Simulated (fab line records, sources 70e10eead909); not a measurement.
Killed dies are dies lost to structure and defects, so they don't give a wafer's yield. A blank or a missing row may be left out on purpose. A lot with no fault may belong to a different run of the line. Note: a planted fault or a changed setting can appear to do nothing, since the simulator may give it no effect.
A single fault, viewed from 2 desks :: flow nand_harc :: each desk has only its own numbers; what lay behind them comes last

## AT THE METROLOGY DESK
Lot by lot, what the gauges showed, no matter which tool ran the lot: averages of those sampled wafers that carry a number. A lot is out of limits, marked OUT, if its mean lies more than 4 standard deviations from the usual mean; the brackets give that distance.
Columns: A = trench_depth_nm at NHARC_P_STI_OCD_MEAS_43, usual 297 nm; B = trench_foot_cd_nm at NHARC_P_STI_OCD_MEAS_43, usual 157.9 nm
lot: L790
first seen here: day 2 12:14
A: 295
B: 155.9

lot: L791
first seen here: day 2 19:20
A: 296
B: 159.1

lot: L792
first seen here: day 3 02:32
A: 294
B: 158.1

lot: L795
first seen here: day 3 18:10
A: 300
B: 159.1

lot: L796
first seen here: day 4 03:15
A: 294
B: 157.9

lot: L797
first seen here: day 4 03:21
A: 297
B: 157.5

lot: L801
first seen here: day 5 02:47
A: 294
B: 156.7

lot: L803
first seen here: day 5 18:46
A: 294
B: 156.0

lot: L808
first seen here: day 6 22:33
A: 298
B: 156.9

lot: L806
first seen here: day 6 22:40
A: 299
B: 156.0

lot: L809
first seen here: day 7 14:04
A: 300
B: 158.1

lot: L812
first seen here: day 7 21:27
A: 297
B: 158.7

lot: L813
first seen here: day 8 09:56
A: 298
B: 160.5
This desk's verdict: no lot among the 13 shows anything out of limits.

## FOR THE TOOL OWNER'S DESK: rie_si-04
The tool's own readings at NHARC_P_GATE_ETCH_32 (etches the open film in HBr/Cl2, target depth 150 nm, time 100.1 s): means of the sampled wafers that have a number, for each lot that ran on this tool. A lot is out of limits, marked OUT, if its mean lies more than 4 standard deviations from the usual mean; the brackets give that distance.
Columns: A = drypump_motor_current_A at NHARC_P_GATE_ETCH_32, usual 5.4 A; B = mfc_cl2_sccm at NHARC_P_GATE_ETCH_32, usual 50.02 sccm; C = oes_product_au at NHARC_P_GATE_ETCH_32, usual 1.000 a.u.; D = throttle_valve_pct at NHARC_P_GATE_ETCH_32, usual 26.406 %
lot: L791
first seen here: day 5 02:24
A: 5.4
B: 50.02
C: 0.998
D: 26.405

lot: L796
first seen here: day 6 18:05
A: 5.1
B: 50.07
C: 0.991
D: 26.409

lot: L801
first seen here: day 8 14:38
A: 5.4
B: 50.05
C: 0.988
D: 26.405

lot: L803
first seen here: day 8 15:30
A: 5.2
B: 25.02 (-99 or more) OUT
C: 1.001
D: 24.893 (-99 or more) OUT

lot: L806
first seen here: day 9 05:19
A: 4.9
B: 24.90 (-99 or more) OUT
C: 0.985
D: 24.909 (-99 or more) OUT
Finding of this desk: L803, L806 out of limits; the first was L803 at day 8 15:30, on mfc_cl2_sccm at NHARC_P_GATE_ETCH_32. L791, L796, L801 stayed within limits.

## ALL TOGETHER
An alarm could have come from the tool owner's desk at day 8 15:30, on L803, L806.
At the metrology desk, nothing out of limits was observed.
The metrology desk holds a record of L803, L806, inside its limits.
Of the lots named, all ran NHARC_P_GATE_ETCH_32 on rie_si-04.

## WHAT THE SIMULATOR PUT IN
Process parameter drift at NHARC_P_GATE_ETCH_32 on rie_si-04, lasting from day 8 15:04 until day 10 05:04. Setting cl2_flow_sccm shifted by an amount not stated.
Struck lots among those shown: L803, L806.
Hours from the fault's start to each desk's first reading out of limits: the tool owner's desk, 0.
